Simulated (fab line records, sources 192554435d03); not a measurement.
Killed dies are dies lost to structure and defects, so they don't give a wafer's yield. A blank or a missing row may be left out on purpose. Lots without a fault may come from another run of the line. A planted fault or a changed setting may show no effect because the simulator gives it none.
A struck lot beside a sound one | flow n5_finfet | 16 steps out of a route of 1938
Sound: wafers L590.2, L590.3, L590.4. Struck: wafers L578.4, L578.5, L578.6. The cause comes at the end.
At each step with rows: each side's tool, then ch and its chambers, then its first start. Under that, the readings that differ: sound wafers | struck wafers | difference of the means | sigmas: that difference in standard deviations of wafers without a fault.
alike: readings whose means differ by less than 2 such deviations, and words and numbers that are the same on both sides. not compared: withheld readings, readings that some wafer has no value for, bounds like >300 that may hide the same value, and numbers for which the record gives no deviation and whose values overlap.
The two part at a step that has a row with sigmas, a row that says differs or no value, or rows on one side only. Numbers that don't overlap but have no deviation are shown without sigmas and don't part them. A reading that every wafer of one side lacks parts them only if that side has two wafers or more.

N5_BEOL_M2_INSPECT_30: inspects for defects (brightfield).
  sound on defect_inspect-01, day 11 03:04; struck on defect_inspect-02, day 7 20:34
  alike: raw_defect_count
then, 1 step without rows for these wafers: N5_BEOL_M2_DESCUM_33 (chemistry O2, time 7 s).
N5_BEOL_M2_ETCH_77: etches underlayer in N2/H2, target depth 6.5 nm, time 5.2 s.
  sound on rie_diel-02 ch 0,1,2, day 11 03:20; struck on rie_diel-01 ch 0,1,3, day 7 20:38
  alike: bias_w, chamber_pressure_mTorr, drypump_motor_current_A, etch_rf_on_time_s, n2_flow_sccm, oes_product_au, rf_vpp_V, showerhead_plenum_p_Torr, throttle_valve_pct
  not compared: rf_hours_counter_h
then, 1 step without rows for these wafers: N5_BEOL_M2_ETCH_69 (etches SiARC in CF4, target depth 15.6 nm, time 26 s).
N5_BEOL_M2_ALD_98: deposits SiO2, target thk 2.5 nm, pulse time 1 s, co reactant pulse time 1 s.
  sound on ald_sin-01 ch 0,1,3, day 11 03:26; struck on ald_sin-02 ch 1,2, day 7 21:01
  alike: chamber_pressure_Torr, heater_power_w, precursor_pulse_height_rel
N5_BEOL_M2_ETCHBACK_99: etches SiO2 in CHF3, target depth 5 nm, time 10.4 s.
  sound on rie_diel-02 ch 0,1,2, day 11 05:49; struck on rie_diel-01 ch 1,2,3, day 8 01:04
  alike: chamber_pressure_mTorr, drypump_motor_current_A, oes_product_au, rf_vpp_V, showerhead_plenum_p_Torr, throttle_valve_pct
  not compared: rf_hours_counter_h
then, 5 steps without rows for these wafers: N5_BEOL_M2_ETCH_70 (etches SOC in N2/H2, target depth 80 nm, overetch 24 nm, time 130 s); N5_BEOL_M2_STRIP_71 (strips in N2/H2); N5_BEOL_M2_STRIP_78 (strips in N2/H2); N5_BEOL_M2_VIA_ETCH_34 (etches the open film in C4F6/O2, target depth 69.4 nm, time 65.9 s); N5_BEOL_M2_STRIP_83 (strips in C4F6/O2).
N5_BEOL_M2_STRIP_36: strips in N2/H2.
  sound on rie_diel-02 ch 0,1,2, day 11 06:01; struck on rie_diel-01 ch 1,2,3, day 8 01:16
  alike: chamber_pressure_mTorr, drypump_motor_current_A, n2_flow_sccm, oes_product_au, rf_vpp_V, showerhead_plenum_p_Torr, throttle_valve_pct
  not compared: rf_hours_counter_h
N5_BEOL_M2_TRENCH_ETCH_37: etches SiOC in C4F6/O2, target depth 55.555 nm, time 29.2 s.
  sound on rie_diel-02 ch 0,1,2, day 11 06:04; struck on rie_diel-01 ch 1,2,3, day 8 01:19
  reading      | sound             | struck            | difference | sigmas
  bias_w (W)   | 185.9 184.2 185.1 | 199.4 198.8 198.9 | +14.0      | +23
  rf_vpp_V (V) | 669 656 687       | 726 720 699       | +44        | +4
  alike: C4F6_flow_sccm, chamber_pressure_mTorr, drypump_motor_current_A, oes_product_au, showerhead_plenum_p_Torr, throttle_valve_pct
  not compared: rf_hours_counter_h
N5_BEOL_M2_ETCH_41: etches SiCN in CH3F/O2, target depth 29.9 nm, time 52.5 s.
  sound on rie_diel-02 ch 0,1,2; struck on rie_diel-01 ch 1,2,3
  alike: bias_w, chamber_pressure_mTorr, drypump_motor_current_A, oes_product_au, rf_vpp_V, showerhead_plenum_p_Torr, throttle_valve_pct
  not compared: rf_hours_counter_h
N5_BEOL_M4_RC_MEAS_101:
  sound on prober-01 ch 0, day 12 19:32; struck on prober-02 ch 0, day 8 23:34
  alike: DIBL_N, DIBL_P, IOFF_N, IOFF_P, ION_N, ION_P, SS_N, SS_P, VT_N, VT_P
-- the record jumps here: 4 days lie between the struck wafers' starts before and after (it left off in module BEOL_M4 and takes up again in module PASSIVATION, whose first step shown is number 1936 of the route) --
N5_PASSIVATION_PROBE_49:
  sound on prober-01, day 17 04:39; struck on prober-01, day 13 01:39
  reading                | sound    | struck | difference | sigmas
  sort_bin_4_leakage (%) | 0 1.61 0 | 0 0 0  | -1         | -3
  alike: defect_limited_yield, killed_at_M0_to_M3, killed_at_M4_up, killed_at_contacts, killed_at_front_end, killed_at_other, killed_dies, killed_open, killed_short, sort_bin_5_function, sort_bin_6_memory, sort_bin_8_speed, sort_n_pass, sort_yield_pct

WHERE THEY PART
First at N5_BEOL_M2_TRENCH_ETCH_37; last, within this record, at N5_PASSIVATION_PROBE_49.

WHY: what the simulator had put in
Process parameter drift: rie_diel-01, from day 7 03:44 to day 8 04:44, at N5_BEOL_M2_TRENCH_ETCH_37. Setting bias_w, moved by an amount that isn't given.
